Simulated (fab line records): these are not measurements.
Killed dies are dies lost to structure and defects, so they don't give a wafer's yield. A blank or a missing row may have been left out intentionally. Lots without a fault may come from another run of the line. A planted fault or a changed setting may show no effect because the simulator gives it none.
Split-lot study | flow n5 finfet | route with 1938 steps; 7 lots, 39 wafers read

ABOUT THE SPLIT
At N5_ZERO_LAYER_PECVD_02 (deposits SiO2 from SiH4/N2O, target thk 10 nm, time 6 s), the setting time s was moved away from the recipe's 6 s on 12 of the 39 wafers read, by -46.1% to +57.4%. This setting was run at the recipe's value on the other wafers.

The reading is taken at the split's own step.

THE READING
SiO2_of_ZERO_LAYER_PECVD_02.thk nm (the simulator's own value, which no gauge read), in nm, at N5_ZERO_LAYER_PECVD_02 (deposits SiO2 from SiH4/N2O, target thk 10 nm, time 6 s). The file gives no usual value for it. Here, 27 wafers ran the recipe; their average is 10.099 nm with a standard deviation of 0.15 nm.

wafer  | tool, chamber at the split | time s as run, s | against the recipe | SiO2_of_ZERO_LAYER_PECVD_02.thk nm, nm | against lot-mates on the recipe
L074.1 | pecvd-04, 0                | 6                | recipe             | 9.992                                  | -
L074.2 | pecvd-04, 1                | 4.693            | -21.8%             | 7.882                                  | -2.175
L074.3 | pecvd-04, 2                | 4.693            | -21.8%             | 7.676                                  | -2.381
L074.4 | pecvd-04, 0                | 6                | recipe             | 10.05                                  | -
L074.5 | pecvd-04, 1                | 6                | recipe             | 10.13                                  | -
L074.6 | pecvd-04, 2                | 4.693            | -21.8%             | 7.867                                  | -2.190
L075.1 | pecvd-04, 1                | 6                | recipe             | 9.902                                  | -
L075.2 | pecvd-04, 2                | 6                | recipe             | 10.06                                  | -
L075.3 | pecvd-04, 0                | 3.234            | -46.1%             | 5.513                                  | -4.534
L075.4 | pecvd-04, 2                | 6                | recipe             | 10.18                                  | -
L075.5 | pecvd-04, 0                | 3.234            | -46.1%             | 5.718                                  | -4.329
L075.6 | pecvd-04, 1                | 3.234            | -46.1%             | 5.631                                  | -4.416
L083.1 | pecvd-01, 1                | 6                | recipe             | 10.21                                  | -
L083.5 | pecvd-01, 1                | 6                | recipe             | 10.46                                  | -
L083.6 | pecvd-01, 2                | 6                | recipe             | 10.26                                  | -
L085.1 | pecvd-04, 0                | 6                | recipe             | 9.964                                  | -
L085.2 | pecvd-04, 1                | 6                | recipe             | 10.06                                  | -
L085.3 | pecvd-04, 2                | 6                | recipe             | 10.08                                  | -
L085.4 | pecvd-04, 0                | 6                | recipe             | 10.14                                  | -
L085.5 | pecvd-04, 1                | 6                | recipe             | 10.1                                   | -
L085.6 | pecvd-04, 2                | 6                | recipe             | 10.28                                  | -
L086.1 | pecvd-01, 0                | 6                | recipe             | 10.14                                  | -
L086.2 | pecvd-01, 2                | 6                | recipe             | 10.15                                  | -
L086.3 | pecvd-01, 1                | 7.379            | +23.0%             | 12.47                                  | +2.257
L086.4 | pecvd-01, 1                | 6                | recipe             | 10.35                                  | -
L086.5 | pecvd-01, 0                | 7.379            | +23.0%             | 12.7                                   | +2.487
L086.6 | pecvd-01, 2                | 7.379            | +23.0%             | 12.6                                   | +2.387
L088.1 | pecvd-03, 0                | 6                | recipe             | 9.819                                  | -
L088.2 | pecvd-03, 1                | 6                | recipe             | 9.954                                  | -
L088.3 | pecvd-03, 2                | 6                | recipe             | 9.862                                  | -
L088.4 | pecvd-03, 1,0              | 6                | recipe             | 10.13                                  | -
L088.6 | pecvd-03, 1,0              | 6                | recipe             | 10.13                                  | -
L088.5 | pecvd-03, 2                | 6                | recipe             | 10.01                                  | -
L096.1 | pecvd-01, 0                | 6                | recipe             | 9.95                                   | -
L096.2 | pecvd-01, 2                | 9.447            | +57.4%             | 15.66                                  | +5.573
L096.3 | pecvd-01, 1                | 9.447            | +57.4%             | 15.54                                  | +5.453
L096.4 | pecvd-01, 0                | 9.447            | +57.4%             | 16.02                                  | +5.933
L096.5 | pecvd-01, 2                | 6                | recipe             | 10.27                                  | -
L096.6 | pecvd-01, 1                | 6                | recipe             | 10.04                                  | -
When a row names more than one chamber, that row covers several wafers, and the file does not tell which wafer ran in which chamber.

FIT RESULTS
A straight line over all 39 wafers: SiO2_of_ZERO_LAYER_PECVD_02.thk nm changes by +0.0992 nm for each +1% of time s; r = +1.00; the points scatter about the line by 0.16 nm.
The same after taking each lot's own level away (the mean of its wafers on the recipe; 39 wafers): +0.0984 nm for each +1%; r = +1.00; scatter 0.13 nm.
According to that fit, moving time s by its largest amount changes the reading by 5.7 nm.
From 9.9842 to 10.3100 nm: that is the span of the lots' own levels, equal to 2.2 times the standard deviation above.
So the lot-to-lot level changes the slope little: the two slopes agree.
Check: for one of the wafers moved furthest among these (+57.4%), held out of the fit, the line's prediction against its lot-mates is +5.68 nm. It came out at +5.57 nm against them.

THE FILE'S OWN FIT
SiO2_of_ZERO_LAYER_PECVD_02.thk nm changes by +0.0984 nm for each +1% of time s, r = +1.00.
